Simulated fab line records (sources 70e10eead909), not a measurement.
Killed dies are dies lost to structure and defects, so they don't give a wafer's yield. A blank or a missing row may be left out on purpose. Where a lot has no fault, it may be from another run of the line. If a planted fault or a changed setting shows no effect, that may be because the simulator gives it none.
Which tool did it?	flow nandHarc	11 lots (33 wafers sampled), 1 step of a 1302-step route

== WHAT THE GAUGES SHOWED, per wafer ==
NHARC_A_CHANNEL_HOLE_D2_CD_MEAS_18.
lot	measured	on	cdNm (nm)
L187	day 13 05:13	cdSem-01	96.8 99.9 101.0
L189	day 13 14:22	cdSem-01	100.1 104.9 100.7
L190	day 14 04:52	cdSem-02	98.2 100.8 96.0
L198	day 17 13:28	cdSem-02	101.7 104.2 100.8
L199	day 18 02:11	cdSem-01	102.2 99.5 102.8
L200	day 18 02:35	cdSem-02	99.1 101.7 99.9
L201	day 18 15:52	cdSem-03	97.5 102.5 98.7
L203	day 19 06:00	cdSem-03	98.7 100.1 101.5
L204	day 20 04:54	cdSem-02	97.9 100.9 102.3
L207	day 21 05:01	cdSem-03	96.5 101.8 100.3
L208	day 21 16:09	cdSem-03	100.0 100.1 95.8

== TOOL THAT RAN EACH LOT (tool first, then ch and the chambers of the sampled wafers, then the start) ==
There is no process step in the record ahead of these readings.

== WHAT THE TOOLS THEMSELVES READ (means of the sampled wafers that have a number; where no wafer has one, the mark that the record gives instead) ==
The record holds no such reading with a usual standard deviation.

== THE ANSWER, worked out from the rows above alone ==
Rule: usual is defined by the lots themselves. Put in order of their means at a reading, lots are off if they are a third of the lots or fewer, leave a main group of 4 or more, and stand apart from it by a gap of 3 or more times the standard deviation of the main group's means; of several such gaps the widest counts. The tables above print the reading to a certain number of digits; a main group whose means all agree to those digits is not used. Also off: a lot with no number at a reading for which 4 or more lots have one. Where the step has rows for the other lots, those lots are counted as sound. Order of review: gauges by route order, followed by the tools' own readings, for which a lot's mean as printed above is used. At the first step where some lot is off, the reading lying furthest off is the one used; lots without a number count as furthest.
Nothing can be told from this: no lot is off at any reading shown.

== WHAT THE SIMULATOR PUT IN ==
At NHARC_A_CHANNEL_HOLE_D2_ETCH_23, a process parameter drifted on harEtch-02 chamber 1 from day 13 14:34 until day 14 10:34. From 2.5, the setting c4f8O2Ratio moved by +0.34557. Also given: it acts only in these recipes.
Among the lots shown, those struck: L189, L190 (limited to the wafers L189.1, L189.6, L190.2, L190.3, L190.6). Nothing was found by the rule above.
